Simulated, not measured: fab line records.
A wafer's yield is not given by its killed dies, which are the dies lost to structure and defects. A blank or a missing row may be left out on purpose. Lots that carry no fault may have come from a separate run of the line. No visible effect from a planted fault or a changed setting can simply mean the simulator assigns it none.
fab line records	flow n5Finfet
record: lots: 5	wafers: 15	lastDay: 18
route steps=1938 shown SD_ACTIVATION@332 ILD0@335 SDB@347
lots that met no fault: from a run of the same line without faults
startH: the number of hours between the record's first day and the start of the first shown wafer of the lot	waitH: hours since the lot's step before	" as in the row above	L1.1+2: one row covering several wafers at once	- value missing, or start not given	* or withheld: withheld	< > ~ a bound
route shown NAME@n: a module of which the file shows steps, and the number in the route of the first	usual: mean and standard deviation over wafers with no fault	same: alike in all rows	chamber/n: place in a boat	sites: readings site by site	_std_site: how widely they spread, as a standard deviation	_edge_site: outer sites' mean less inner sites'	radiusMm: for every site, how far away it sits from the centre of the wafer	mask NAME#n: copy n	behind: the last tool/chamber to shape the wafer	hold: cause of the lot's hold/its duration in hours/its outcome	device: which transistor (n, p or np) failed to switch	end of line: tests of these same wafers at the route's end	a step with no rows: only its recipe	killed: dies that structure and defects cost at the first sort, which is not the same as the wafer's yield	map: the dies of a wafer, with x for killed, . for not killed, _ for no die there
set.NAME: the run value of the setting; set.NAME@STEP: its run value at that earlier step	model.NAME: the simulator's own value behind a step, which no gauge read
a table for each step, a row for each wafer; lots at some steps of the route
services: a tool's chamber out of use, with start hour (startH, from the record's first day; less than 0 if before it), hours out, and reason
== steps ==
step: N5_SD_ACTIVATION_RS_MEAS_03
recipe: thkMeasGauge: four-point-probe
usual: RS_SD_N: 21.91/0.3	RS_SD_P: 56.3/0.88
lot.wafer	tool	chamber	startH	waitH	RS_SD_N[ohm/sq]	RS_SD_P[ohm/sq]
L078.2	filmMetro-02	-	81.72	0.2	21.32	55.6
L078.4	"	-	"	"	21.30	54.5
L078.5	"	-	"	"	21.52	56.2
L081.1	filmMetro-01	-	100.96	0.2	22.21	56.3
L081.5	"	-	"	"	22.17	56.2
L081.6	"	-	"	"	21.68	57.2
L088.3	filmMetro-02	-	141.11	0.2	21.97	56.5
L088.4	"	-	"	"	21.89	56.8
L088.5	"	-	"	"	22.09	57.1
L091.2	filmMetro-01	-	161.76	0.2	22.14	56.1
L091.3	"	-	"	"	22.43	56.3
L091.6	"	-	"	"	22.00	56.8
L092.2	filmMetro-01	-	165.73	0.2	22.17	56.3
L092.4	"	-	"	"	22.37	55.6
L092.6	"	-	"	"	21.97	57.2
step: N5_SD_ACTIVATION_INSPECT_02
recipe: inspectInstrument: darkfield	mode: postAnneal
usual: rawDefectCount: 186/40
lot.wafer	tool	chamber	startH	waitH	rawDefectCount
L078.2	defectInspect-02	-	82.02	0.1	223
L078.4	"	-	"	"	218
L078.5	"	-	"	"	210
L081.1	defectInspect-01	-	101.28	0.2	177
L081.5	"	-	"	"	194
L081.6	"	-	"	"	279
L088.3	defectInspect-02	-	141.39	0.1	159
L088.4	"	-	"	"	196
L088.5	"	-	"	"	150
L091.2	defectInspect-02	-	162.06	0.1	168
L091.3	"	-	"	"	247
L091.6	"	-	"	"	227
L092.2	defectInspect-02	-	166.04	0.2	208
L092.4	"	-	"	"	197
L092.6	"	-	"	"	182
step: N5_ILD0_LINER_00
recipe: material: SiNx	targetThkA: 40	tempC: 400	aldPrecursorFamily: SiH2I2	aldCoReactant: N2/H2-plasma	pulseTimeS: 1	purgeTimeS: 2	coReactantPurgeTimeS: 2	aldCycles: 80	pressureTorr: 2
usual: heaterPowerW: 843/120	precursorPulseHeightRel: 0.998/0.02	susceptorTempC: 399.96/0.21
lot.wafer	tool	chamber	startH	waitH	heaterPowerW	precursorPulseHeightRel	susceptorTempC
L078.2	aldSin-01	0	82.29	0.3	708	1.029	399.77
L078.4	"	1	"	"	794	1.006	400.23
L078.5	"	0	"	"	731	1.031	399.66
L081.1	aldSin-02	2	101.32	0.0	787	0.989	400.09
L081.5	"	3	"	"	872	0.983	399.70
L081.6	"	0	"	"	710	0.959	399.81
L088.3	aldSin-01	3	141.90	0.5	743	0.957	399.97
L088.4	"	1	"	"	788	0.982	400.16
L088.5	"	2	"	"	793	1.022	400.22
L091.2	aldSin-02	3	162.19	0.1	896	1.016	400.04
L091.3	"	1	"	"	915	0.977	399.92
L091.6	"	3	"	"	895	0.996	400.00
L092.2	aldSin-01	3	166.08	0.0	732	1.035	400.13
L092.4	"	1	"	"	780	0.982	399.35
L092.6	"	1	"	"	794	1.030	399.96
step: N5_ILD0_FCVD_FILL_01
recipe: material: SiO2_flowable	targetThkA: 2000	tempC: 100	pressureTorr: 0.8	rfW: 2000	timeS: 328.3
usual: susceptorTempC: 99.99/0.13
same: timeS: 328.3
lot.wafer	tool	chamber	startH	waitH	susceptorTempC
L078.2	fcvd-02	0	82.70	0.2	99.98
L078.4	"	0	"	"	100.00
L078.5	"	0	"	"	100.09
L081.1	fcvd-02	0	101.74	0.2	100.20
L081.5	"	0	"	"	100.13
L081.6	"	1	"	"	100.12
L088.3	fcvd-02	1	142.44	0.3	100.26
L088.4	"	0	"	"	99.99
L088.5	"	0	"	"	100.13
L091.2	fcvd-02	1	162.81	0.4	99.99
L091.3	"	0	"	"	100.04
L091.6	"	0	"	"	100.35
L092.2	fcvd-02	0	166.49	0.2	99.96
L092.4	"	0	"	"	100.03
L092.6	"	1	"	"	99.92
step: N5_ILD0_CURE_02
recipe: tempC: 450	timeS: 1800	ambient: steam	idleTempC: 400	rampUpCPerMin: 5	rampDownCPerMin: 3	densificationPH2oTorr: 640
usual: spikeTcBottomC: 469.6/2.2	spikeTcTopC: 478.0/1.5	spikeTcUpperC: 450.4/1.3	zonePowerBottomPct: 7.1/0.42
same: timeS: 1800
lot.wafer	tool	chamber	startH	waitH	spikeTcBottomC	spikeTcTopC	spikeTcUpperC	zonePowerBottomPct
L078.2	furnace-02	0	83.10	0.3	468.6	474.5	450.7	6.4
L078.4	"	0	"	"	468.3	477.3	452.1	6.5
L078.5	"	0	"	"	468.8	477.5	452.5	6.4
L081.1	furnace-02	0	102.13	0.3	467.7	477.5	452.2	6.5
L081.5	"	0	"	"	469.3	477.5	452.8	6.5
L081.6	"	0	"	"	467.6	476.7	452.7	6.5
L088.3	furnace-01	0	142.71	0.2	467.7	480.1	450.4	7.0
L088.4	"	0	"	"	468.3	479.8	450.3	7.2
L088.5	"	0	"	"	467.9	479.8	451.2	7.0
L091.2	furnace-01	0	163.20	0.3	470.0	480.5	451.1	7.0
L091.3	"	0	"	"	469.6	479.6	450.6	7.1
L091.6	"	0	"	"	468.9	479.0	450.3	7.1
L092.2	furnace-01	0	166.89	0.3	467.0	478.2	452.1	7.3
L092.4	"	0	"	"	468.3	480.2	451.2	7.1
L092.6	"	0	"	"	470.4	480.2	450.5	6.9
step: N5_ILD0_CMP_03
recipe: stopOn: SiNx	tOverpolishS: 1.9	postCmpClean: alkalineBrush	downForcePsi: 4.1491	platenRpm: 51.796	padVelocityMS: 1.0306	targetThkNm: 197.38
usual: motorCurrentA: 12.8/1.2	overpolishRunS: 1.900/0.0084	padLifeWafers: 1264/480	retainingRingPressureFrac: 1.000/0.0049	timeToEndpointS: 71/4.6
same: tOverpolishS: 1.9
lot.wafer	tool	chamber	startH	waitH	motorCurrentA	overpolishRunS	padLifeWafers	retainingRingPressureFrac	timeToEndpointS
L078.4	cmp-04	1	84.70	0.1	13.6	1.890	1747	0.999	77
L078.2	"	3	"	"	13.6	1.905	1749	0.999	81
L078.5	"	0	"	"	12.6	1.888	-	0.998	80
L081.1	cmp-02	0	103.72	0.1	15.1	1.913	979	1.002	73
L081.6	"	3	"	"	11.6	1.899	-	1.006	63
L081.5	"	0	"	"	15.4	1.899	-	1.002	72
L088.4	cmp-03	2	144.32	0.1	12.5	1.901	1489	0.996	71
L088.3	"	0	"	"	13.1	1.895	1491	0.999	69
L088.5	"	2	"	"	12.7	1.905	-	1.005	68
L091.3	cmp-03	3	164.76	0.0	12.9	1.895	1704	1.001	71
L091.2	"	2	"	"	13.1	1.897	1707	0.995	66
L091.6	"	0	"	"	13.1	1.897	-	1.004	68
L092.2	cmp-02	2	168.44	0.0	10.4	1.892	1434	0.998	75
L092.4	"	0	"	"	16.6	1.893	1436	1.000	75
L092.6	"	3	"	"	13.1	1.909	-	1.006	71
step: N5_ILD0_THK_MEAS_04
usual: thkNm: 197.7/1.1
lot.wafer	tool	chamber	startH	waitH	thkNm
L078.2	filmMetro-02	-	84.96	-	200.5
L078.4	"	-	"	"	198.1
L078.5	"	-	"	"	198.1
L081.1	filmMetro-01	-	103.98	-	199.8
L081.5	"	-	"	"	199.7
L081.6	"	-	"	"	197.8
L088.3	filmMetro-02	-	144.58	-	197.5
L088.4	"	-	"	"	197.0
L088.5	"	-	"	"	198.1
L091.2	filmMetro-02	-	165.05	-	195.9
L091.3	"	-	"	"	197.9
L091.6	"	-	"	"	196.6
L092.2	filmMetro-02	-	168.74	-	197.4
L092.4	"	-	"	"	197.5
L092.6	"	-	"	"	195.7
step: N5_ILD0_CMP_07
recipe: stopOn: poly-Si	material: SiO2_flowable	tOverpolishS: 1.18	postCmpClean: alkalineBrush	downForcePsi: 4.1491	platenRpm: 51.796	padVelocityMS: 1.0306	targetThkNm: 138.88
usual: motorCurrentA: 12.8/1.5	padLifeWafers: 1264/480	retainingRingPressureFrac: 1.001/0.0047
same: tOverpolishS: 1.18
lot.wafer	tool	chamber	startH	waitH	motorCurrentA	padLifeWafers	retainingRingPressureFrac
L078.2	cmp-02	1	85.03	0.1	11.6	835	1.008
L078.4	"	3	"	"	13.3	837	1.002
L078.5	"	1	"	"	12.3	-	1.010
L081.1	cmp-02	0	104.01	0.0	16.4	984	1.005
L081.5	"	0	"	"	15.8	-	1.000
L081.6	"	1	"	"	12.9	-	0.999
L088.3	cmp-04	2	144.88	0.3	11.7	138	0.997
L088.4	"	3	"	"	14.2	139	0.996
L088.5	"	3	"	"	13.2	-	0.995
L091.3	cmp-02	1	165.08	0.0	12.0	1404	0.999
L091.2	"	3	"	"	12.3	1406	0.993
L091.6	"	2	"	"	10.9	-	1.012
L092.2	cmp-04	0	168.80	0.1	12.4	373	1.003
L092.4	"	2	"	"	11.1	375	0.995
L092.6	"	0	"	"	12.5	-	1.001
step: N5_ILD0_THK_MEAS_08
usual: thkNm: 139.3/1.3
lot.wafer	tool	chamber	startH	waitH	thkNm
L078.2	filmMetro-02	-	85.29	-	140.3
L078.4	"	-	"	"	137.6
L078.5	"	-	"	"	139.8
L081.1	filmMetro-02	-	104.30	-	139.0
L081.5	"	-	"	"	138.4
L081.6	"	-	"	"	139.5
L088.3	filmMetro-02	-	145.18	-	140.4
L088.4	"	-	"	"	142.9
L088.5	"	-	"	"	141.8
L091.2	filmMetro-02	-	165.37	-	137.6
L091.3	"	-	"	"	140.1
L091.6	"	-	"	"	139.0
L092.2	filmMetro-02	-	169.06	-	138.7
L092.4	"	-	"	"	138.7
L092.6	"	-	"	"	139.1
step: N5_ILD0_PRECLEAN_10
recipe: chemistry: NF3:NH3	afsCycles: 5	timeS: 20	tempC: 30	sublimationTempC: 180	sublimationTimeS: 60	pressureTorr: 3	rfPowerW: 30
same: timeS: 20
lot.wafer	tool	chamber	startH	waitH
L078.2+4+5	remotePlasma-01	1	85.43	0.1
L081.1+5+6	remotePlasma-02	0	104.34	0.0
L088.3+4+5	remotePlasma-02	0	145.43	0.3
L091.2+3+6	remotePlasma-02	0	165.52	0.1
L092.2+4+6	remotePlasma-01	1	169.21	0.1
step: N5_ILD0_ALD_15
recipe: material: SiNx	targetThkA: 240	tempC: 400	aldPrecursorFamily: SiH2I2	aldCoReactant: N2/H2-plasma	pulseTimeS: 1	aldCycles: 480	purgeTimeS: 2	coReactantPurgeTimeS: 2	pressureTorr: 2
usual: heaterPowerW: 859/120	precursorPulseHeightRel: 1.001/0.019	susceptorTempC: 400.03/0.22
lot.wafer	tool	chamber	startH	waitH	heaterPowerW	precursorPulseHeightRel	susceptorTempC
L078.2	aldSin-01	1	86.19	0.6	767	1.001	400.02
L078.4	"	2	"	"	781	0.966	400.40
L078.5	"	3	87.27	1.4	752	0.940	400.09
L081.1	aldSin-02	1	105.44	1.0	921	0.990	400.31
L081.5	"	0	106.53	1.6	718	1.011	399.86
L081.6	"	3	"	"	875	1.002	400.09
L088.3	aldSin-04	3	145.89	0.4	1029	1.032	400.16
L088.4	"	0	"	"	933	1.008	399.90
L088.5	"	0	146.98	1.2	913	0.997	400.21
L091.2	aldSin-04	1	166.12	0.5	1050	0.990	400.19
L091.3	"	2	"	"	816	1.031	399.93
L091.6	"	0	167.21	1.1	923	1.015	399.92
L092.2	aldSin-04	1	169.78	0.5	1075	0.978	400.22
L092.4	"	3	"	"	1041	1.014	399.57
L092.6	"	2	170.86	1.1	819	1.008	399.89
step: N5_ILD0_CMP_12
recipe: stopOn: poly-Si	material: SiNx	tOverpolishS: 6	postCmpClean: alkalineBrush	downForcePsi: 2.5	platenRpm: 51.8	padVelocityMS: 1.0307	targetThkNm: 17.67
usual: motorCurrentA: 9.3/1	overpolishRunS: 6.000/0.0085	padLifeWafers: 1214/530	retainingRingPressureFrac: 1.000/0.0049	timeToEndpointS: 30.1/2.7
same: tOverpolishS: 6
lot.wafer	tool	chamber	startH	waitH	motorCurrentA	overpolishRunS	padLifeWafers	retainingRingPressureFrac	timeToEndpointS
L078.4	cmp-02	3	88.43	1.2	9.0	6.001	871	1.006	26.8
L078.2	"	0	"	"	11.1	6.013	872	0.997	30.9
L078.5	"	3	"	"	8.6	5.994	-	1.004	26.8
L081.1	cmp-04	2	107.64	1.1	8.7	6.013	1938	1.009	32.0
L081.5	"	2	"	"	8.2	6.006	-	1.005	28.7
L081.6	"	3	"	"	9.3	6.004	-	1.002	32.8
L088.4	cmp-03	2	148.09	1.1	9.6	5.980	1560	0.997	28.2
L088.3	"	0	"	"	9.4	6.001	1562	1.002	29.6
L088.5	"	2	"	"	9.7	5.993	-	1.000	28.8
L091.2	cmp-04	2	168.32	1.1	8.0	6.001	366	1.008	32.0
L091.3	"	1	"	"	10.0	5.997	369	0.999	31.3
L091.6	"	3	"	"	10.0	5.994	-	1.006	34.0
L092.4	cmp-02	2	171.98	1.1	7.7	6.001	1458	1.004	28.1
L092.2	"	1	"	"	9.0	6.008	1461	1.005	29.7
L092.6	"	2	"	"	7.7	6.008	-	0.995	31.1
step: N5_ILD0_THK_MEAS_13
usual: thkNm: 18.0/1
lot.wafer	tool	chamber	startH	waitH	thkNm
L078.2	filmMetro-02	-	88.68	-	18.6
L078.4	"	-	"	"	16.1
L078.5	"	-	"	"	15.9
L081.1	filmMetro-01	-	107.93	-	17.8
L081.5	"	-	"	"	17.9
L081.6	"	-	"	"	18.7
L088.3	filmMetro-01	-	148.39	-	16.7
L088.4	"	-	"	"	16.9
L088.5	"	-	"	"	15.7
L091.2	filmMetro-01	-	168.62	-	17.2
L091.3	"	-	"	"	17.4
L091.6	"	-	"	"	18.2
L092.2	filmMetro-01	-	172.27	-	18.9
L092.4	"	-	"	"	18.1
L092.6	"	-	"	"	19.1
step: N5_ILD0_INSPECT_06
recipe: inspectInstrument: darkfield	mode: postCmp
usual: rawDefectCount: 37/17
lot.wafer	tool	chamber	startH	waitH	rawDefectCount
L078.2	defectInspect-01	-	88.71	0.0	49
L078.4	"	-	"	"	34
L078.5	"	-	"	"	42
L081.1	defectInspect-01	-	107.96	0.0	37
L081.5	"	-	"	"	23
L081.6	"	-	"	"	42
L088.3	defectInspect-02	-	148.41	0.0	47
L088.4	"	-	"	"	63
L088.5	"	-	"	"	58
L091.2	defectInspect-02	-	168.64	0.0	95
L091.3	"	-	"	"	70
L091.6	"	-	"	"	67
L092.2	defectInspect-02	-	172.30	0.0	28
L092.4	"	-	"	"	37
L092.6	"	-	"	"	21
step: N5_SDB_HM_DEP_00
recipe: material: SiNx	targetThkA: 400	tempC: 400	precursor: SiH4/NH3/N2	pressureTorr: 1.5	rfW: 300	timeS: 35.3
usual: heaterPowerW: 884/110	showerheadPlenumPTorr: 5.17/0.085	susceptorTempC: 399.96/0.22	throttleValvePct: 41/3.5
same: timeS: 35.3
lot.wafer	tool	chamber	startH	waitH	heaterPowerW	showerheadPlenumPTorr	susceptorTempC	throttleValvePct
L078.2	pecvd-02	1	88.75	0.0	885	5.15	399.77	41
L078.4	"	0	"	"	943	5.24	400.39	40
L078.5	"	2	"	"	933	5.23	400.02	38
L081.1	pecvd-03	1	108.00	0.0	794	5.22	400.12	38
L081.5	"	1	"	"	785	5.21	399.90	38
L081.6	"	2	"	"	1064	5.05	399.90	39
L088.3	pecvd-02	2	148.45	0.0	869	5.22	399.81	38
L088.4	"	0	"	"	1023	5.23	400.13	40
L088.5	"	1	"	"	848	5.15	400.08	41
L091.2	pecvd-02	2	168.68	0.0	871	5.23	399.66	38
L091.3	"	0	"	"	948	5.23	399.74	40
L091.6	"	1	"	"	923	5.14	399.73	41
L092.2	pecvd-03	0	172.34	0.0	822	5.23	399.67	46
L092.4	"	2	"	"	1060	5.07	399.65	39
L092.6	"	0	"	"	826	5.23	399.81	46
step: N5_SDB_COAT_03
recipe: resist: SOC	tempC: 250	timeS: 60	spinRpm: 1500	resistThkNm: 100
usual: chillPlateTempC: 22.99/0.098
same: timeS: 60
lot.wafer	tool	chamber	startH	waitH	chillPlateTempC
L078.2	lithoTrack-05	0	88.83	0.1	23.04
L078.4	"	0	"	"	23.08
L078.5	"	0	"	"	22.99
L081.1	lithoTrack-05	0	108.08	0.1	22.97
L081.5	"	0	"	"	22.98
L081.6	"	0	"	"	22.89
L088.3	lithoTrack-01	0	148.53	0.1	23.12
L088.4	"	0	"	"	23.06
L088.5	"	0	"	"	23.08
L091.2	lithoTrack-03	0	168.76	0.1	23.01
L091.3	"	0	"	"	23.00
L091.6	"	0	"	"	22.93
L092.2	lithoTrack-05	0	172.42	0.1	22.77
L092.4	"	0	"	"	22.75
L092.6	"	0	"	"	22.83
step: N5_SDB_COAT_04
recipe: resist: SiARC	tempC: 220	timeS: 60	spinRpm: 1500	resistThkNm: 18
usual: chillPlateTempC: 23.00/0.098
same: timeS: 60
lot.wafer	tool	chamber	startH	waitH	chillPlateTempC
L078.2	lithoTrack-05	0	-	-	22.95
L078.4	"	0	"	"	23.05
L078.5	"	0	"	"	22.95
L081.1	lithoTrack-05	0	-	-	23.07
L081.5	"	0	"	"	22.97
L081.6	"	0	"	"	23.04
L088.3	lithoTrack-01	0	-	-	22.98
L088.4	"	0	"	"	23.03
L088.5	"	0	"	"	22.97
L091.2	lithoTrack-03	0	-	-	22.97
L091.3	"	0	"	"	23.00
L091.6	"	0	"	"	23.18
L092.2	lithoTrack-05	0	-	-	23.11
L092.4	"	0	"	"	22.99
L092.6	"	0	"	"	23.08
step: N5_SDB_COAT_05
recipe: resist: CAR-ArF	spinRpm: 1500	resistThkNm: 90
usual: chillPlateTempC: 23.00/0.1
lot.wafer	tool	chamber	startH	waitH	chillPlateTempC
L078.2	lithoTrack-05	0	-	-	23.00
L078.4	"	0	"	"	23.12
L078.5	"	0	"	"	23.04
L081.1	lithoTrack-05	0	-	-	23.00
L081.5	"	0	"	"	23.20
L081.6	"	0	"	"	23.13
L088.3	lithoTrack-01	0	-	-	22.99
L088.4	"	0	"	"	22.92
L088.5	"	0	"	"	22.83
L091.2	lithoTrack-03	0	-	-	22.98
L091.3	"	0	"	"	22.94
L091.6	"	0	"	"	22.97
L092.2	lithoTrack-05	0	-	-	23.08
L092.4	"	0	"	"	23.03
L092.6	"	0	"	"	23.10
step: N5_SDB_EBR_07
recipe: solvent: PGMEA	ebrWidthMm: 1.5
usual: chillPlateTempC: 23.00/0.1
lot.wafer	tool	chamber	startH	waitH	chillPlateTempC
L078.2	lithoTrack-05	0	-	-	23.01
L078.4	"	0	"	"	22.94
L078.5	"	0	"	"	22.85
L081.1	lithoTrack-05	0	-	-	23.19
L081.5	"	0	"	"	22.92
L081.6	"	0	"	"	22.94
L088.3	lithoTrack-01	0	-	-	22.91
L088.4	"	0	"	"	22.93
L088.5	"	0	"	"	22.86
L091.2	lithoTrack-03	0	-	-	22.97
L091.3	"	0	"	"	23.04
L091.6	"	0	"	"	23.10
L092.2	lithoTrack-05	0	-	-	23.08
L092.4	"	0	"	"	23.11
L092.6	"	0	"	"	23.00
step: N5_SDB_SOFTBAKE_06
recipe: tempC: 110	timeS: 60	resist: CAR-ArF
usual: chillPlateTempC: 23.02/0.12
same: timeS: 60
lot.wafer	tool	chamber	startH	waitH	chillPlateTempC
L078.2	lithoTrack-05	0	-	-	23.34
L078.4	"	0	"	"	23.05
L078.5	"	0	"	"	23.09
L081.1	lithoTrack-05	0	-	-	22.95
L081.5	"	0	"	"	22.86
L081.6	"	0	"	"	22.96
L088.3	lithoTrack-01	0	-	-	22.99
L088.4	"	0	"	"	23.01
L088.5	"	0	"	"	23.13
L091.2	lithoTrack-03	0	-	-	23.17
L091.3	"	0	"	"	22.98
L091.6	"	0	"	"	23.09
L092.2	lithoTrack-05	0	-	-	22.93
L092.4	"	0	"	"	23.07
L092.6	"	0	"	"	23.02
step: N5_SDB_EXPOSE_08
recipe: maskId: SDB	na: 1.35	sourceShape: conventional	sigmaOuter: 0.5	polarization: unpolarized	doseMj: 49.6
usual: exposureDoseMJCm2: 49.56/0.052
lot.wafer	tool	chamber	startH	waitH	mask	exposureDoseMJCm2
L078.2	arfiScanner-03	0	89.08	-	SDB#0	49.70
L078.4	"	0	"	"	SDB#0	49.67
L078.5	"	0	"	"	SDB#0	49.63
L081.1	arfiScanner-02	0	108.32	-	SDB#0	49.49
L081.5	"	0	"	"	SDB#0	49.51
L081.6	"	0	"	"	SDB#0	49.54
L088.3	arfiScanner-02	0	148.79	-	SDB#0	49.58
L088.4	"	0	"	"	SDB#0	49.58
L088.5	"	0	"	"	SDB#0	49.60
L091.2	arfiScanner-02	0	169.01	-	SDB#0	49.62
L091.3	"	0	"	"	SDB#0	49.63
L091.6	"	0	"	"	SDB#0	49.60
L092.2	arfiScanner-02	0	172.54	-	SDB#0	49.54
L092.4	"	0	"	"	SDB#0	49.55
L092.6	"	0	"	"	SDB#0	49.58
step: N5_SDB_PEB_09
recipe: pebTempC: withheld	pebTimeS: 60	resist: CAR-ArF
usual: chillPlateTempC: 22.99/0.099
lot.wafer	tool	chamber	startH	waitH	chillPlateTempC
L078.2	lithoTrack-05	0	89.13	0.0	23.03
L078.4	"	0	"	"	23.00
L078.5	"	0	"	"	23.01
L081.1	lithoTrack-01	0	108.38	0.1	23.12
L081.5	"	0	"	"	23.07
L081.6	"	0	"	"	23.15
L088.3	lithoTrack-01	0	148.84	0.0	23.05
L088.4	"	0	"	"	22.94
L088.5	"	0	"	"	22.93
L091.2	lithoTrack-03	0	169.06	0.0	23.01
L091.3	"	0	"	"	23.03
L091.6	"	0	"	"	22.98
L092.2	lithoTrack-01	0	172.60	0.0	23.13
L092.4	"	0	"	"	22.86
L092.6	"	0	"	"	22.98
step: N5_SDB_DEVELOP_10
recipe: developTimeS: 30	developer: TMAH	resist: CAR-ArF	rinseLiquid: diw	dry: airSpin	devTempC: 23
usual: chillPlateTempC: 22.95/0.11
lot.wafer	tool	chamber	startH	waitH	chillPlateTempC
L078.2	lithoTrack-05	0	-	-	22.95
L078.4	"	0	"	"	23.09
L078.5	"	0	"	"	22.87
L081.1	lithoTrack-01	0	-	-	22.95
L081.5	"	0	"	"	22.90
L081.6	"	0	"	"	22.97
L088.3	lithoTrack-01	0	-	-	22.93
L088.4	"	0	"	"	22.97
L088.5	"	0	"	"	22.96
L091.2	lithoTrack-03	0	-	-	23.11
L091.3	"	0	"	"	23.09
L091.6	"	0	"	"	23.06
L092.2	lithoTrack-01	0	-	-	23.07
L092.4	"	0	"	"	23.01
L092.6	"	0	"	"	22.90
== services ==
tool	chamber	startH	hours	kind
cmp-02	-	58.36	0.8	repair
aldSin-04	3	59.00	11.1	repair
cmp-04	-	59.80	5.8	pm
arfiScanner-02	-	67.89	1.0	pm
aldSin-02	0	73.26	3.7	repair
aldSin-02	-	74.93	0.8	pm
arfiScanner-03	-	77.10	4.9	pm
arfiScanner-02	-	77.89	1.3	pm
pecvd-02	0	79.29	4.8	repair
cmp-03	-	79.51	3.6	repair
arfiScanner-02	-	80.40	3.1	pm
aldSin-04	-	85.32	14.0	pm
aldSin-04	2	102.73	16.2	repair
cmp-03	-	103.92	6.0	pm
pecvd-02	-	107.90	2.6	repair
arfiScanner-02	-	118.79	0.4	repair
arfiScanner-02	-	120.42	4.9	pm
cmp-04	-	125.71	4.0	pm
pecvd-03	0	133.11	3.9	repair
aldSin-02	0	137.06	5.4	repair
aldSin-02	3	141.38	19.9	repair
cmp-02	-	144.13	7.5	pm
furnace-02	-	148.81	14.8	repair
arfiScanner-02	-	161.56	7.2	repair
== key ==
fault none
